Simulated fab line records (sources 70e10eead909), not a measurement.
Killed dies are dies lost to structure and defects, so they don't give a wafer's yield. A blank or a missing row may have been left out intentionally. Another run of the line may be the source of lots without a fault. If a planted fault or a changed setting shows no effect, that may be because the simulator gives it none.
Which of the tools did it? | flow nand-harc | Sampling: 14 lots, 42 wafers, 4 of 1302 route steps

## WHAT THE GAUGES READ, wafer by wafer
Not one reading of a measure or inspect step in the record can be checked against a usual standard deviation.

## TOOL THAT RAN EACH LOT (tool first, then ch and the chambers of the sampled wafers, then the start)
lot  | NHARC_A_STAIRCASE_CMP_450     | NHARC_A_SGD_CUT_ETCH_58            | NHARC_A_SGD_CUT_ETCH_59            | NHARC_A_SGD_CUT_CMP_21
L991 | cmp-01 ch 1,2, day 19 01:28   | rie-diel-13 ch 1,2,3, day 19 04:25 | rie-diel-13 ch 0,3, day 19 04:30   | cmp-04 ch 0,3, day 19 09:30
L990 | cmp-02 ch 2,3, day 19 17:19   | rie-diel-06 ch 0,1,3, day 19 20:28 | rie-diel-06 ch 1,3, day 19 20:35   | cmp-04 ch 0,1,3, day 20 02:28
L992 | cmp-04 ch 0,2,3, day 20 08:03 | rie-diel-06 ch 0,1, day 20 11:05   | rie-diel-06 ch 0,1, day 20 11:13   | cmp-02 ch 0,1,3, day 20 17:04
L995 | cmp-01 ch 1,2,3, day 20 08:22 | rie-diel-09 ch 0,1,2, day 20 11:13 | rie-diel-09 ch 0,1,3, day 20 11:22 | cmp-03 ch 0,1,2, day 20 17:04
L994 | cmp-01 ch 2,3, day 20 09:11   | rie-diel-13 ch 0,3, day 20 12:05   | rie-diel-13 ch 0,1,3, day 20 12:16 | cmp-04 ch 2,3, day 20 17:04
L998 | cmp-01 ch 0,2,3, day 22 10:54 | rie-diel-13 ch 1,2,3, day 22 13:44 | rie-diel-13 ch 0,2,3, day 22 13:50 | cmp-02 ch 0,1,3, day 22 19:48
L997 | cmp-04 ch 0,1, day 22 11:11   | rie-diel-09 ch 0,1,3, day 22 14:06 | rie-diel-09 ch 0,1,3, day 22 14:13 | cmp-03 ch 0,2,3, day 22 19:48
L100 | cmp-04 ch 1,2,3, day 23 17:05 | rie-diel-06 ch 0,2,3, day 23 19:49 | rie-diel-06 ch 0,1, day 23 19:55   | cmp-03 ch 2,3, day 24 02:23
L101 | cmp-04 ch 1,2,3, day 24 00:47 | rie-diel-13 ch 0,1,3, day 24 03:40 | rie-diel-13 ch 0,2, day 24 03:47   | cmp-03 ch 0,1,3, day 24 10:31
L102 | cmp-02 ch 1,2,3, day 24 04:20 | rie-diel-09 ch 2,3, day 24 07:13   | rie-diel-09 ch 1,2,3, day 24 07:23 | cmp-04 ch 1,2,3, day 24 10:32
L109 | cmp-04 ch 0,1,3, day 27 04:25 | rie-diel-06 ch 0,3, day 27 07:08   | rie-diel-06 ch 0,1,3, day 27 07:13 | cmp-03 ch 0,1,3, day 27 13:16
L110 | cmp-02 ch 0,1,2, day 27 16:10 | rie-diel-06 ch 0,1,3, day 27 19:37 | rie-diel-06 ch 0,2,3, day 27 19:46 | cmp-04 ch 0,1, day 28 02:45
L112 | cmp-01 ch 0,1,3, day 28 05:04 | rie-diel-09 ch 0,1,2, day 28 08:05 | rie-diel-09 ch 1,2,3, day 28 08:11 | cmp-03 ch 0,1,3, day 28 15:04
L113 | cmp-01 ch 0,1,2, day 28 18:16 | rie-diel-09 ch 2,3, day 28 21:08   | rie-diel-09 ch 0,1,3, day 28 21:19 | cmp-03 ch 1,2, day 29 06:27
- NHARC_A_STAIRCASE_CMP_450: polishes SiO2, target thk 200 nm.
- NHARC_A_SGD_CUT_ETCH_58: etches the open film in CF4, target depth 39 nm, time 65 s.
- NHARC_A_SGD_CUT_ETCH_59: etches the open film in N2/H2, target depth 260 nm, time 406.25 s.
- NHARC_A_SGD_CUT_CMP_21: polishes, target thk 148.19 nm.

## AS READ BY THE TOOLS THEMSELVES (means over the sampled wafers that have a number; for cases with no such wafer, the mark the record gives instead)
NHARC_A_STAIRCASE_CMP_450. Usual: motor-current-A 11.9 A, standard deviation 1.7; pad-life-wafers 197, standard deviation 110.
lot  | tool   | motor-current-A (A) | pad-life-wafers | flag
L991 | cmp-01 | 14.1                | 204             |
L990 | cmp-02 | 12.5                | 60              |
L992 | cmp-04 | 11.6                | 235             |
L995 | cmp-01 | 13.5                | 344             |
L994 | cmp-01 | 13.5                | 355             |
L998 | cmp-01 | 13.0                | 110             |
L997 | cmp-04 | 10.8                | 32              |
L100 | cmp-04 | 10.1                | 165             |
L101 | cmp-04 | 10.1                | 194             |
L102 | cmp-02 | 12.2                | 111             |
L109 | cmp-04 | 11.4                | 86              |
L110 | cmp-02 | 11.6                | 32              |
L112 | cmp-01 | 12.6                | 278             |
L113 | cmp-01 | 12.6                | 333             |

NHARC_A_SGD_CUT_ETCH_58. Usual: cf4-flow-sccm 150.0 sccm, standard deviation 0.44; chamber-pressure-mTorr 50.00 mTorr, standard deviation 0.047; drypump-motor-current-A 5.6 A, standard deviation 0.42; oes-product-au 1.001 a.u., standard deviation 0.0082; rf-vpp-V 151.0 V, standard deviation 0.99; run-length-s 86.1 s, standard deviation 0.45; showerhead-plenum-p-Torr 1.75 Torr, standard deviation 0.052; throttle-valve-pct 13.285 %, standard deviation 0.0088.
lot  | tool        | cf4-flow-sccm (sccm) | chamber-pressure-mTorr (mTorr) | drypump-motor-current-A (A) | oes-product-au (a.u.) | rf-vpp-V (V) | run-length-s (s) | showerhead-plenum-p-Torr (Torr) | throttle-valve-pct (%) | flag
L991 | rie-diel-13 | 150.3                | 50.04                          | 5.4                         | 1.007                 | 150.8        | 86.3             | 1.75                            | 13.291                 |
L990 | rie-diel-06 | 149.8                | 49.96                          | 5.5                         | 0.995                 | 150.1        | 85.7             | 1.73                            | 13.282                 |
L992 | rie-diel-06 | 150.1                | 50.01                          | 5.1                         | 0.994                 | 151.3        | 85.9             | 1.74                            | 13.282                 |
L995 | rie-diel-09 | 150.2                | 50.01                          | 5.8                         | 1.000                 | 151.2        | 86.0             | 1.78                            | 13.278                 |
L994 | rie-diel-13 | 149.9                | 50.02                          | 5.9                         | 1.002                 | 151.2        | 86.3             | 1.73                            | 13.288                 |
L998 | rie-diel-13 | 150.2                | 50.02                          | 5.4                         | 0.999                 | 150.8        | 86.3             | 1.75                            | 13.275                 |
L997 | rie-diel-09 | 150.3                | 50.02                          | 5.7                         | 0.999                 | 151.0        | 86.0             | 1.75                            | 13.286                 |
L100 | rie-diel-06 | 149.7                | 49.96                          | 5.5                         | 0.998                 | 150.5        | 85.9             | 1.74                            | 13.286                 |
L101 | rie-diel-13 | 149.8                | 50.00                          | 5.7                         | 0.998                 | 150.2        | 86.3             | 1.72                            | 13.283                 |
L102 | rie-diel-09 | 149.7                | 50.02                          | 5.7                         | 0.991                 | 151.3        | 86.2             | 1.80                            | 13.280                 |
L109 | rie-diel-06 | 150.0                | 50.01                          | 5.2                         | 1.002                 | 151.9        | 85.5             | 1.74                            | 13.281                 |
L110 | rie-diel-06 | 150.2                | 50.00                          | 5.5                         | 0.999                 | 151.0        | 85.5             | 1.73                            | 13.285                 |
L112 | rie-diel-09 | 150.0                | 49.98                          | 5.7                         | 1.008                 | 151.1        | 86.1             | 1.78                            | 13.285                 |
L113 | rie-diel-09 | 149.5                | 49.96                          | 5.7                         | 1.004                 | 151.2        | 86.2             | 1.77                            | 13.291                 |

NHARC_A_SGD_CUT_ETCH_59. Usual: for chamber-pressure-mTorr, 29.999 mTorr with a standard deviation of 0.027; for drypump-motor-current-A, 5.7 A with a standard deviation of 0.43; for oes-product-au, 1.002 a.u. with a standard deviation of 0.0071; for rf-vpp-V, 429.8 V with a standard deviation of 2; for run-length-s, 427.4 s with a standard deviation of 0.45; for showerhead-plenum-p-Torr, 2.01 Torr with a standard deviation of 0.068; for throttle-valve-pct, 14.172 % with a standard deviation of 0.0089.
lot  | tool        | chamber-pressure-mTorr (mTorr) | drypump-motor-current-A (A) | oes-product-au (a.u.) | rf-vpp-V (V) | run-length-s (s) | showerhead-plenum-p-Torr (Torr) | throttle-valve-pct (%) | flag
L991 | rie-diel-13 | 29.981                         | 5.9                         | 1.009                 | 429.1        | 427.5            | 1.99                            | 14.176                 |
L990 | rie-diel-06 | 30.004                         | 5.7                         | 1.004                 | 428.5        | 427.2            | 1.98                            | 14.169                 |
L992 | rie-diel-06 | 30.008                         | 5.1                         | 1.002                 | 429.5        | 426.7            | 2.00                            | 14.173                 |
L995 | rie-diel-09 | 29.996                         | 5.8                         | 1.004                 | 430.7        | 427.5            | 2.02                            | 14.186                 |
L994 | rie-diel-13 | 29.995                         | 5.7                         | 1.000                 | 428.4        | 427.5            | 1.98                            | 14.171                 |
L998 | rie-diel-13 | 29.994                         | 5.8                         | 1.005                 | 429.8        | 427.6            | 2.02                            | 14.171                 |
L997 | rie-diel-09 | 30.013                         | 5.7                         | 1.001                 | 429.9        | 427.6            | 2.02                            | 14.172                 |
L100 | rie-diel-06 | 29.975                         | 5.3                         | 1.004                 | 428.3        | 426.9            | 1.99                            | 14.170                 |
L101 | rie-diel-13 | 30.008                         | 6.0                         | 0.997                 | 429.6        | 427.6            | 2.02                            | 14.178                 |
L102 | rie-diel-09 | 30.020                         | 5.6                         | 0.995                 | 430.3        | 427.8            | 2.00                            | 14.174                 |
L109 | rie-diel-06 | 29.985                         | 5.5                         | 1.001                 | 429.0        | 394.3            | 1.99                            | 14.176                 | OFF
L110 | rie-diel-06 | 30.010                         | 5.5                         | 0.995                 | 430.0        | 394.6            | 2.00                            | 14.163                 | OFF
L112 | rie-diel-09 | 29.985                         | 5.7                         | 1.007                 | 429.6        | 427.5            | 2.00                            | 14.169                 |
L113 | rie-diel-09 | 30.008                         | 5.8                         | 1.008                 | 429.9        | 427.5            | 2.02                            | 14.164                 |

NHARC_A_SGD_CUT_CMP_21. Usual: motor-current-A 11.4 A, standard deviation 1.2; pad-life-wafers 146, standard deviation 97; time-to-endpoint-s 48.6 s, standard deviation 2.9.
lot  | tool   | motor-current-A (A) | pad-life-wafers | time-to-endpoint-s (s) | flag
L991 | cmp-04 | 11.7                | 146             | 47.2                   |
L990 | cmp-04 | 11.2                | 218             | 51.5                   |
L992 | cmp-02 | 11.5                | 152             | 49.1                   |
L995 | cmp-03 | 11.7                | 44              | 46.4                   |
L994 | cmp-04 | 10.7                | 283             | 49.3                   |
L998 | cmp-02 | 11.4                | 325             | 43.2                   |
L997 | cmp-03 | 11.6                | 223             | 48.0                   |
L100 | cmp-03 | 11.7                | 325             | 49.7                   |
L101 | cmp-03 | 11.0                | 14              | 50.1                   |
L102 | cmp-04 | 9.9                 | 249             | 50.5                   |
L109 | cmp-03 | 11.0                | 248             | 48.9                   |
L110 | cmp-04 | 10.6                | 170             | 48.5                   |
L112 | cmp-03 | 11.2                | 25              | 52.1                   |
L113 | cmp-03 | 10.8                | 78              | 48.8                   |

## THE ANSWER, worked out from the rows above alone
Rule: lot off if the mean of its wafers having a number is beyond 3 standard deviations from the usual mean. Also off: a lot with no number at a reading for which 4 or more lots have one. The other lots that the step has rows for count as sound. Order of review: gauges by route order, followed by the tools' own readings, for which a lot's mean as printed above is used. At the first step where some lot is off, the reading lying furthest off is the one used; lots without a number count as furthest.
Off: L109, L110 (NHARC_A_SGD_CUT_ETCH_59, run-length-s).
A tool fits if, at that step or a process step before it, it ran every lot that is off, and no sound lot after the first of them. One fits: NHARC_A_SGD_CUT_ETCH_58 and NHARC_A_SGD_CUT_ETCH_59 on rie-diel-06. At NHARC_A_SGD_CUT_ETCH_58 its last sound lot is L100 (day 23 19:49), its first lot that is off L109 (day 27 07:08): a fault that began between those two fits.

## WHAT THE SIMULATOR HAD PUT IN
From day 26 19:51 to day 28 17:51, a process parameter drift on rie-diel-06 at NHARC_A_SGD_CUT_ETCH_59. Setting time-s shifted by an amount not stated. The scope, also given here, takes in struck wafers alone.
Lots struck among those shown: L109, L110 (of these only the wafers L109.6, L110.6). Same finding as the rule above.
